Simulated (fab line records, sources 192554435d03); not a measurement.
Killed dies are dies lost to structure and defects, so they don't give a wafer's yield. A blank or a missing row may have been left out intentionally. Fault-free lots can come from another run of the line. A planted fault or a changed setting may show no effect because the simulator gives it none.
fab line records	flow n5-finfet
record lots=7	wafers=21
route steps=1938 shown SD_EPI_N@268 SD_EPI_P@312 SD_ACTIVATION@330 HKMG_FIN@427
start-h: the number of hours between the record's first day and the start of the first shown wafer of the lot	wait-h: time in hours since the lot's previous step	" identical to the entry in the row above	L1.1+2: one row covering several wafers at once	- no value present, or no start provided	* or withheld: withheld	< > ~ a bound
route shown NAME@n: NAME is a module with steps in the file, n the number in the route of the first one	usual: average and standard deviation across the fault-free wafers	same: alike in all rows	chamber/n: place in a boat	sites: the reading at each site	_std_site: how widely they spread, as a standard deviation	_edge_site: inner sites' mean taken away from outer sites' mean	radius-mm: how far each site lies from the wafer's centre	mask NAME#n: copy n	behind: the last tool/chamber to shape the wafer	hold: cause of the lot's hold/its duration in hours/its outcome	device: names the non-switching transistor (n, p or np)	end of line: the route-end tests of the same wafers	for a step that has no rows: nothing shown but its recipe	killed: count of dies lost to structure and defects at first sort (not the wafer's yield)	map: dies across one wafer; x = killed, . = not, _ = none there
set.NAME: the run value of the setting; set.NAME@STEP: its run value at that earlier step	model.NAME: the simulator's own value behind a step, which no gauge read
one table per step and one row per wafer, for lots whose settings were changed on purpose
## steps
# step N5_SD_EPI_N_PEB_07
# recipe peb-temp-c=110	peb-time-s=60	resist=CAR-ArF-block
lot.wafer	tool	chamber	start-h	wait-h	set.peb-temp-c
L075.3+4+5	litho-track-02	0	58.83	0.0	110
L077.1+3+5	litho-track-02	0	66.70	0.1	110
L080.1+3+4	litho-track-05	0	85.55	0.1	110
L082.3+4+5	litho-track-04	0	98.43	0.0	110
L087.4+5	litho-track-04	0	126.45	0.0	106.4
L087.6	"	0	"	"	110
L090.3+6	litho-track-04	0	145.44	0.0	111.2
L090.4	"	0	"	"	110
L091.2	litho-track-05	0	153.30	0.0	112
L091.3+4	"	0	"	"	110
# step N5_SD_EPI_N_DEVELOP_08
# recipe develop-time-s=30	developer=TMAH	resist=CAR-ArF-block	dev-temp-c=23	rinse-liquid=diw	dry=air-spin
lot.wafer	tool	chamber	start-h	wait-h	set.spin-rpm@SD_EPI_N_COAT_03	model.CAR-ArF-block_of_SD_EPI_N_COAT_03.thk-nm
L075.3	litho-track-02	0	-	-	1500	147.6
L075.4	"	0	"	"	1572	144.4
L075.5	"	0	"	"	1572	144.6
L077.1	litho-track-02	0	-	-	1500	148.4
L077.3	"	0	"	"	1500	148.6
L077.5	"	0	"	"	1500	148.8
L080.1	litho-track-05	0	-	-	1456	150
L080.3	"	0	"	"	1456	149.8
L080.4	"	0	"	"	1500	148
L082.3	litho-track-04	0	-	-	1500	148.2
L082.4+5	"	0	"	"	1424	151.8
L087.4+6	litho-track-04	0	-	-	1500	148.4
L087.5	"	0	"	"	1500	148.2
L090.3	litho-track-04	0	-	-	1500	148.8
L090.4	"	0	"	"	1626	142.4
L090.6	"	0	"	"	1626	142.6
L091.2	litho-track-05	0	-	-	1565	145.2
L091.3	"	0	"	"	1565	144.8
L091.4	"	0	"	"	1500	148.2
# step N5_SD_EPI_N_CD_MEAS_09
# recipe target-cd-nm=120	landing-energy-ev=500	detector=se-inlens
# usual cd-nm=120.6/0.69
lot.wafer	tool	chamber	start-h	wait-h	set.peb-temp-c@SD_EPI_N_PEB_07	cd-nm
L075.3	cd-sem-01	0	58.89	-	110	120.5
L075.4	"	0	"	"	110	120.7
L075.5	"	0	"	"	110	121.3
L077.1	cd-sem-02	0	66.77	-	110	120.8
L077.3	"	0	"	"	110	120.3
L077.5	"	0	"	"	110	121.2
L080.1	cd-sem-02	0	85.61	-	110	119.9
L080.3	"	0	"	"	110	120.9
L080.4	"	0	"	"	110	120.0
L082.3	cd-sem-01	0	98.49	-	110	119.8
L082.4	"	0	"	"	110	119.9
L082.5	"	0	"	"	110	121.2
L087.4	cd-sem-03	0	126.52	-	106.4	111.0
L087.5	"	0	"	"	106.4	110.1
L087.6	"	0	"	"	110	120.2
L090.3	cd-sem-03	0	145.51	-	111.2	123.5
L090.4	"	0	"	"	110	121.1
L090.6	"	0	"	"	111.2	124.8
L091.2	cd-sem-02	0	153.37	-	112	125.0
L091.3	"	0	"	"	110	121.2
L091.4	"	0	"	"	110	120.9
# step N5_SD_EPI_N_DESCUM_14
# recipe chemistry=O2	time-s=7.9	source-power-w=50	bias-power-w=20	pressure-mtorr=20	rf-frequency-hz=2.712e+07	temp-c=40	resist=CAR-ArF-block	o2-flow-sccm=225
lot.wafer	tool	chamber	start-h	wait-h	set.peb-temp-c@SD_EPI_N_PEB_07	model.SD_EPI_N.cd-nm
L075.3	rie-diel-04	2	59.05	0.1	110	120.4
L075.4	"	0	"	"	110	120.8
L075.5	"	0	"	"	110	121.2
L077.1	rie-diel-04	0	67.19	0.4	110	120.8
L077.3	"	1	"	"	110	120.4
L077.5	"	2	"	"	110	121
L080.1	rie-diel-03	1	85.70	0.0	110	119.8
L080.3	"	0	"	"	110	121
L080.4	"	2	"	"	110	120
L082.3	rie-diel-06	1	98.75	0.2	110	120
L082.4	"	3	"	"	110	119.8
L082.5	"	2	"	"	110	120.8
L087.4	rie-diel-03	0	126.60	0.0	106.4	110.8
L087.5	"	1	"	"	106.4	110.2
L087.6	"	2	"	"	110	120
L090.3	rie-diel-03	3	145.59	0.0	111.2	123.4
L090.4	"	2	"	"	110	121.4
L090.6	"	1	"	"	111.2	124.6
L091.2	rie-diel-03	1	153.46	0.0	112	125
L091.3	"	2	"	"	110	120.8
L091.4	"	0	"	"	110	120.6
# step N5_SD_EPI_N_ETCH_34
# recipe chemistry=CF4	target=SiARC	target-depth-a=455	mask-material=CAR-ArF-block	time-s=75.8	ion-energy-ev=80	pressure-mtorr=40	source-w=545	bias-w=36	Ar_flow_sccm=100	cf4-flow-sccm=100	ends=cleared
lot.wafer	tool	chamber	start-h	wait-h	set.spin-rpm@SD_EPI_N_COAT_03	model.CAR-ArF-block_of_SD_EPI_N_COAT_03.thk-nm
L075.3	rie-diel-04	2	59.09	0.0	1500	110.4
L075.4	"	0	"	"	1572	107
L075.5	"	0	"	"	1572	107.2
L077.1+3	rie-diel-04	0,1	67.22	0.0	1500	111
L077.5	"	2	"	"	1500	111.4
L080.1	rie-diel-03	1	85.74	0.0	1456	112.8
L080.3	"	0	"	"	1456	112.6
L080.4	"	2	"	"	1500	110.8
L082.3	rie-diel-06	1	98.78	0.0	1500	110.8
L082.4	"	3	"	"	1424	114.6
L082.5	"	2	"	"	1424	114.4
L087.4+5	rie-diel-03	0,1	126.64	0.0	1500	111
L087.6	"	2	"	"	1500	111.2
L090.3	rie-diel-03	3	145.63	0.0	1500	111.4
L090.4+6	"	2,1	"	"	1626	105.2
L091.2	rie-diel-03	1	153.49	0.0	1565	107.8
L091.3	"	2	"	"	1565	107.6
L091.4	"	0	"	"	1500	111
# step N5_SD_EPI_N_ETCH_35
# recipe chemistry=N2/H2	target=SOC	overetch-a=1080	mask-material=SiARC	temp-c=40	ion-energy-ev=100	source-w=3000	bias-w=133	pressure-mtorr=20	time-s=486	n2-flow-sccm=200	h2-flow-sccm=200
lot.wafer	tool	chamber	start-h	wait-h	set.peb-temp-c@SD_EPI_N_PEB_07	model.SD_EPI_N.cd-nm
L075.3	rie-diel-04	2	59.14	0.0	110	120.6
L075.4	"	0	"	"	110	120.4
L075.5	"	0	"	"	110	121.4
L077.1	rie-diel-04	0	67.28	0.0	110	121
L077.3	"	1	"	"	110	119.4
L077.5	"	2	"	"	110	120.4
L080.1	rie-diel-03	1	85.79	0.0	110	120.6
L080.3	"	0	"	"	110	121.4
L080.4	"	2	"	"	110	119.4
L082.3	rie-diel-06	1	98.84	0.0	110	121.2
L082.4	"	3	"	"	110	121
L082.5	"	2	"	"	110	120.2
L087.4	rie-diel-03	0	126.70	0.0	106.4	111.2
L087.5	"	1	"	"	106.4	109.8
L087.6	"	2	"	"	110	118.4
L090.3	rie-diel-03	3	145.68	0.0	111.2	124.4
L090.4	"	2	"	"	110	120
L090.6	"	1	"	"	111.2	124.8
L091.2	rie-diel-03	1	153.55	0.0	112	124.6
L091.3	"	2	"	"	110	119.6
L091.4	"	0	"	"	110	120.6
# step N5_SD_EPI_N_STRIP_36
# recipe chemistry=N2/H2	temp-c=40	n2-flow-sccm=200	h2-flow-sccm=200	rf-frequency-hz=6e+07
# step N5_SD_EPI_N_ETCHBACK_44
# recipe chemistry=CH3F/O2	mode=anisotropic-etchback	target=SiNx	target-depth-a=145	stop-on=SiO2	over-etch-frac=0.3	ion-energy-ev=120	pressure-mtorr=30	source-w=395	bias-w=73	Ar_flow_sccm=150	CH3F_flow_sccm=30	O2_flow_sccm=20
# step N5_SD_EPI_N_ETCH_16
# recipe chemistry=CHF3/O2	target=SiO2	target-depth-a=50	mask-material=SOC	pressure-mtorr=30	source-w=650	bias-w=170	Ar_flow_sccm=200	CHF3_flow_sccm=50	O2_flow_sccm=5	ion-energy-ev=200
# step N5_SD_EPI_N_STRIP_47
# recipe chemistry=CHF3/O2	resist=SiARC	rf-frequency-hz=6e+07
# step N5_SD_EPI_N_SD_RECESS_17
# recipe chemistry=HBr/Cl2/O2	target-depth-a=410	mask-material=SOC	time-s=23.7	bt-time-s=3	pressure-mtorr=10	icp-w=800	bias-w=112	HBr_flow_sccm=150	Cl2_flow_sccm=80	O2_flow_sccm=12
lot.wafer	tool	chamber	start-h	wait-h	set.peb-temp-c@SD_EPI_N_PEB_07	model.SD_EPI_N.cd-nm
L075.3	rie-si-01	1	59.74	0.0	110	120.8
L075.4	"	2	"	"	110	120.6
L075.5	"	1	"	"	110	121.6
L077.1	rie-si-01	3	67.87	0.0	110	121
L077.3	"	2	"	"	110	119.6
L077.5	"	1	"	"	110	120.4
L080.1	rie-si-02	2	86.39	0.0	110	120.6
L080.3	"	0	"	"	110	121.6
L080.4	"	3	"	"	110	119.4
L082.3+4	rie-si-06	1,2	99.43	0.0	110	121
L082.5	"	2	"	"	110	120.4
L087.4	rie-si-02	2	127.29	0.0	106.4	111.2
L087.5	"	1	"	"	106.4	109.8
L087.6	"	0	"	"	110	118.6
L090.3	rie-si-01	0	146.28	0.0	111.2	124
L090.4	"	2	"	"	110	120
L090.6	"	1	"	"	111.2	124.6
L091.2	rie-si-01	1	154.14	0.0	112	124.4
L091.3	"	0	"	"	110	119.6
L091.4	"	2	"	"	110	120.8
# step N5_SD_EPI_P_ETCH_16
# recipe chemistry=CHF3/O2	target=SiO2	target-depth-a=50	mask-material=SOC	pressure-mtorr=30	source-w=650	bias-w=170	Ar_flow_sccm=200	CHF3_flow_sccm=50	O2_flow_sccm=5	ion-energy-ev=200
lot.wafer	tool	chamber	start-h	wait-h	set.target-depth-a	model.etch.depth-nm
L075.3	rie-diel-02	1	64.73	0.1	50	4.813
L075.4	"	1	"	"	50	4.862
L075.5	"	2	"	"	50	4.874
L077.1	rie-diel-01	3	72.23	0.1	50	4.967
L077.3	"	0	"	"	50	5.017
L077.5	"	3	"	"	50	4.972
L080.1	rie-diel-05	0	90.85	0.1	50	4.908
L080.3	"	3	"	"	55.87	5.644
L080.4	"	2	"	"	55.87	5.672
L082.3	rie-diel-01	2	105.52	0.1	52.33	5.129
L082.4	"	3	"	"	52.33	5.215
L082.5	"	2	"	"	50	4.917
L087.4	rie-diel-01	3	131.52	0.1	54.77	5.502
L087.5	"	1	"	"	50	4.984
L087.6	"	0	"	"	54.77	5.512
L090.3	rie-diel-02	1	153.69	0.1	50	4.992
L090.4	"	0	"	"	50	4.884
L090.6	"	2	"	"	50	4.862
L091.2	rie-diel-05	3	159.14	0.1	46.74	4.656
L091.3	"	0	"	"	46.74	4.544
L091.4	"	2	"	"	46.74	4.689
# step N5_SD_EPI_P_EPI_21
# recipe material=SiGe:B	dopant=B	temp-c=550	pressure-torr=20	ambient=H2	time-s=355
lot.wafer	tool	chamber	start-h	wait-h	set.temp-c	model.SiGe-B_of_SD_EPI_P_EPI_21.thk-nm
L075.3	epi-rpcvd-03	0	66.54	1.1	550	60.6
L075.4	"	0	"	"	552.5	64.4
L075.5	"	0	"	"	552.5	63.8
L077.1+3	epi-rpcvd-04	0	72.96	0.1	550	60.6
L077.5	"	0	74.40	1.5	550	61.2
L080.1	epi-rpcvd-04	0	91.70	0.2	552.5	64.2
L080.3	"	0	"	"	552.5	64.6
L080.4	"	0	"	"	550	60.4
L082.3	epi-rpcvd-01	0	106.97	0.8	546.4	57.2
L082.4	"	0	"	"	546.4	57
L082.5	"	0	"	"	550	61
L087.4	epi-rpcvd-01	0	133.34	1.1	550	61.2
L087.5	"	0	"	"	550	61.6
L087.6	"	0	"	"	550	60.4
L090.3	epi-rpcvd-03	0	155.50	1.1	550	61.4
L090.4	"	0	"	"	546.9	56.4
L090.6	"	0	"	"	546.9	57
L091.2	epi-rpcvd-03	0	160.47	0.6	550	59.4
L091.3	"	0	"	"	550	60.4
L091.4	"	0	"	"	550	59.8
# step N5_SD_EPI_P_HM_STRIP_48
# recipe chemistry=H3PO4	temp-c=160	material=SiNx	target=SiNx	target-depth-a=30	overetch-fraction=0.3
lot.wafer	tool	chamber	start-h	wait-h	set.temp-c@SD_EPI_P_EPI_21	model.SiGe-B_of_SD_EPI_P_EPI_21.thk-nm
L075.3	wet-bench-03	1	68.53	0.0	550	60.2
L075.4	"	2	"	"	552.5	64.2
L075.5	"	5	"	"	552.5	63.6
L077.1+3	wet-bench-03	1,2	75.21	0.0	550	60.4
L077.5	"	4	"	"	550	60.8
L080.1	wet-bench-03	2	94.66	0.0	552.5	63.8
L080.3	"	6	"	"	552.5	64.4
L080.4	"	3	"	"	550	60.2
L082.3	wet-bench-04	5	108.49	0.0	546.4	57
L082.4	"	1	"	"	546.4	56.6
L082.5	"	0	"	"	550	60.8
L087.4	wet-bench-04	5	134.49	0.0	550	60.8
L087.5	"	4	"	"	550	61.4
L087.6	"	3	"	"	550	60
L090.3	wet-bench-04	1	157.49	0.0	550	61.2
L090.4	"	3	"	"	546.9	56.2
L090.6	"	2	"	"	546.9	56.8
L091.2	wet-bench-06	5	162.95	0.0	550	59.2
L091.3	"	2	"	"	550	60
L091.4	"	0	"	"	550	59.6
# step N5_SD_EPI_P_SRD_49
# recipe dry=ipa-marangoni	time-s=30	temp-c=23	rinse-liquid=diw
# step N5_SD_EPI_P_PRECLEAN_24
# recipe chemistry=O3/DIW	time-s=45	temp-c=22	o3-ppm=10
# step N5_SD_ACTIVATION_RTA_00
# recipe temp-c=975	time-s=0	ambient=N2	idle-temp-c=600	ramp-up-c-per-s=150	ramp-down-c-per-s=60	cool-to-c=600
# step N5_SD_ACTIVATION_LSA_01
# recipe temp-c=1080	time-s=0.0008	ambient=N2
# step N5_SD_ACTIVATION_RS_MEAS_03
# recipe thk-meas-gauge=four-point-probe
# usual RS_SD_N=21.92/0.25	RS_SD_P=56.0/0.86
lot.wafer	tool	chamber	start-h	wait-h	set.temp-c@SD_EPI_P_EPI_21	RS_SD_N[ohm/sq]	RS_SD_P[ohm/sq]
L075.3	film-metro-01	-	69.14	0.2	550	22.20	56.1
L075.4	"	-	"	"	552.5	22.22	52.0
L075.5	"	-	"	"	552.5	21.97	52.4
L077.1	film-metro-01	-	75.92	0.2	550	21.75	56.8
L077.3	"	-	"	"	550	21.56	56.8
L077.5	"	-	"	"	550	21.90	56.8
L080.1	film-metro-02	-	95.25	0.2	552.5	22.20	53.0
L080.3	"	-	"	"	552.5	22.33	52.8
L080.4	"	-	"	"	550	22.06	56.2
L082.3	film-metro-02	-	109.11	0.2	546.4	21.90	59.4
L082.4	"	-	"	"	546.4	21.78	59.9
L082.5	"	-	"	"	550	21.90	54.9
L087.4	film-metro-02	-	135.12	0.1	550	21.49	55.9
L087.5	"	-	"	"	550	22.07	55.2
L087.6	"	-	"	"	550	21.63	55.9
L090.3	film-metro-01	-	158.10	0.2	550	21.52	55.0
L090.4	"	-	"	"	546.9	21.95	60.1
L090.6	"	-	"	"	546.9	22.00	60.0
L091.2	film-metro-02	-	163.66	0.2	550	21.69	57.7
L091.3	"	-	"	"	550	21.68	57.5
L091.4	"	-	"	"	550	21.97	57.3
# step N5_HKMG_FIN_EXPOSE_09
# recipe mask-id=NWFM	na=1.35	source-shape=conventional	sigma-outer=0.8	polarization=unpolarized	dose-mj=39.25
lot.wafer	tool	chamber	start-h	wait-h	mask	set.dose-mj
L075.3+4+5	arfi-scanner-02	0	85.80	-	NWFM#0	39.25
L077.1+3+5	arfi-scanner-01	0	91.80	-	NWFM#0	39.25
L080.1+4	arfi-scanner-01	0	111.66	-	NWFM#0	39.25
L080.3	"	0	"	"	NWFM#0	41.44
L082.3+4+5	arfi-scanner-03	0	125.31	-	NWFM#0	39.25
L087.4	arfi-scanner-02	0	150.98	-	NWFM#0	41.44
L087.5+6	"	0	"	"	NWFM#0	39.25
L090.3	arfi-scanner-02	0	174.03	-	NWFM#0	39.25
L090.4+6	"	0	"	"	NWFM#0	38.42
L091.2+4	arfi-scanner-01	0	179.58	-	NWFM#0	42.19
L091.3	"	0	"	"	NWFM#0	39.25
# step N5_HKMG_FIN_PEB_10
# recipe peb-temp-c=withheld	peb-time-s=60	resist=CAR-ArF
lot.wafer	tool	chamber	start-h	wait-h	set.peb-time-s
L075.3+5	litho-track-05	0	85.84	0.0	60
L075.4	"	0	"	"	70.9
L077.1+3+5	litho-track-01	0	91.86	0.1	60
L080.1+4	litho-track-02	0	111.71	0.1	51.46
L080.3	"	0	"	"	60
L082.3+4+5	litho-track-02	0	125.36	0.0	60
L087.4+6	litho-track-02	0	151.02	0.0	60
L087.5	"	0	"	"	69.75
L090.3+6	litho-track-01	0	174.08	0.0	49.12
L090.4	"	0	"	"	60
L091.2+4	litho-track-01	0	179.64	0.0	71.17
L091.3	"	0	"	"	60
# step N5_HKMG_FIN_DEVELOP_11
# recipe develop-time-s=30	developer=TMAH	resist=CAR-ArF	dev-temp-c=23	rinse-liquid=diw	dry=air-spin
# step N5_HKMG_FIN_CD_MEAS_12
# recipe target-cd-nm=92.8	landing-energy-ev=500	detector=se-inlens
# usual cd-nm=92.9/0.59
lot.wafer	tool	chamber	start-h	wait-h	set.dose-mj@HKMG_FIN_EXPOSE_09	set.peb-time-s@HKMG_FIN_PEB_10	cd-nm
L075.3	cd-sem-01	0	85.91	-	39.25	60	93.1
L075.4	"	0	"	"	39.25	70.9	97.6
L075.5	"	0	"	"	39.25	60	92.1
L077.1	cd-sem-03	0	91.93	-	39.25	60	92.7
L077.3	"	0	"	"	39.25	60	92.2
L077.5	"	0	"	"	39.25	60	92.7
L080.1	cd-sem-02	0	111.78	-	39.25	51.46	87.1
L080.3	"	0	"	"	41.44	60	96.4
L080.4	"	0	"	"	39.25	51.46	87.2
L082.3	cd-sem-02	0	125.43	-	39.25	60	92.9
L082.4	"	0	"	"	39.25	60	92.6
L082.5	"	0	"	"	39.25	60	92.6
L087.4	cd-sem-01	0	151.09	-	41.44	60	96.0
L087.5	"	0	"	"	39.25	69.75	97.6
L087.6	"	0	"	"	39.25	60	92.8
L090.3	cd-sem-03	0	174.14	-	39.25	49.12	86.0
L090.4	"	0	"	"	38.42	60	90.7
L090.6	"	0	"	"	38.42	49.12	85.2
L091.2	cd-sem-01	0	179.70	-	42.19	71.17	102.6
L091.3	"	0	"	"	39.25	60	93.9
L091.4	"	0	"	"	42.19	71.17	103.9
# step N5_HKMG_FIN_ALD_72
# recipe material=W	target-thk-a=20	temp-c=300	pressure-torr=7.5	ald-precursor-family=WF6	ald-co-reactant=B2H6	pulse-time-s=1	purge-time-s=2	co-reactant-purge-time-s=2	co-reactant-pulse-time-s=3	ald-cycles=7
lot.wafer	tool	chamber	start-h	wait-h	set.ald-cycles	model.W_of_HKMG_FIN_ALD_72.thk-nm
L075.3+4	cvd-w-02	0,1	89.89	0.2	7	2
L075.5	"	1	"	"	6	1.8
L077.1+3+5	cvd-w-01	0,1,1	95.56	0.2	7	2
L080.1+3+4	cvd-w-01	0,0,1	115.37	0.2	7	2
L082.3	cvd-w-02	1	129.82	0.2	8	2.2
L082.4	"	0	"	"	7	2
L082.5	"	1	"	"	7	1.8
L087.4	cvd-w-02	1	154.72	0.2	7	1.8
L087.5	"	0	"	"	7	2
L087.6	"	1	"	"	8	2.2
L090.3+6	cvd-w-02	0	177.91	0.2	6	1.8
L090.4	"	1	"	"	7	2
L091.2	cvd-w-01	0	183.28	0.2	6	1.8
L091.3	"	0	"	"	7	2
L091.4	"	1	"	"	6	1.6
## key
split step=N5_SD_EPI_N_PEB_07	setting=peb-temp-c	stated=110	by=wafer
response step=N5_SD_EPI_N_CD_MEAS_09	reading=cd-nm	change=+2.77	per=1%	r=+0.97
response step=N5_SD_EPI_N_DESCUM_14	reading=model.SD_EPI_N.cd-nm	change=+2.75	per=1%	r=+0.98
response step=N5_SD_EPI_N_ETCH_35	reading=model.SD_EPI_N.cd-nm	change=+2.57	per=1%	r=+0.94
response step=N5_SD_EPI_N_SD_RECESS_17	reading=model.SD_EPI_N.cd-nm	change=+2.55	per=1%	r=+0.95
split step=N5_SD_EPI_P_ETCH_16	setting=target-depth-a	stated=50	by=wafer
response step=N5_SD_EPI_P_ETCH_16	reading=model.etch.depth-nm	change=+0.0598	per=1%	r=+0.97
split step=N5_SD_EPI_P_EPI_21	setting=temp-c	stated=550	by=wafer
response step=N5_SD_EPI_P_EPI_21	reading=model.SiGe-B_of_SD_EPI_P_EPI_21.thk-nm	change=+7.43	per=1%	r=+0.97
response step=N5_SD_EPI_P_HM_STRIP_48	reading=model.SiGe-B_of_SD_EPI_P_EPI_21.thk-nm	change=+7.52	per=1%	r=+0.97
response step=N5_SD_ACTIVATION_RS_MEAS_03	reading=RS_SD_P	change=-7.95	per=1%	r=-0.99
split step=N5_HKMG_FIN_EXPOSE_09	setting=dose-mj	stated=39.25	by=wafer
response step=N5_HKMG_FIN_CD_MEAS_12	reading=cd-nm	slope=+0.614	per=1%	together-with=peb-time-s@HKMG_FIN_PEB_10	explained=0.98
split step=N5_HKMG_FIN_PEB_10	setting=peb-time-s	stated=60	by=wafer
response step=N5_HKMG_FIN_CD_MEAS_12	reading=cd-nm	change=+0.368	per=1%	r=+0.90
split step=N5_HKMG_FIN_ALD_72	setting=ald-cycles	stated=7	by=wafer
response step=N5_HKMG_FIN_ALD_72	reading=model.W_of_HKMG_FIN_ALD_72.thk-nm	change=+0.0182	per=1%	r=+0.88
split outside-this-file step=N5_SD_EPI_N_COAT_03 setting=spin-rpm
# split outside-this-file: this setting was split too, and the file shows its column; the key of that split is in another file
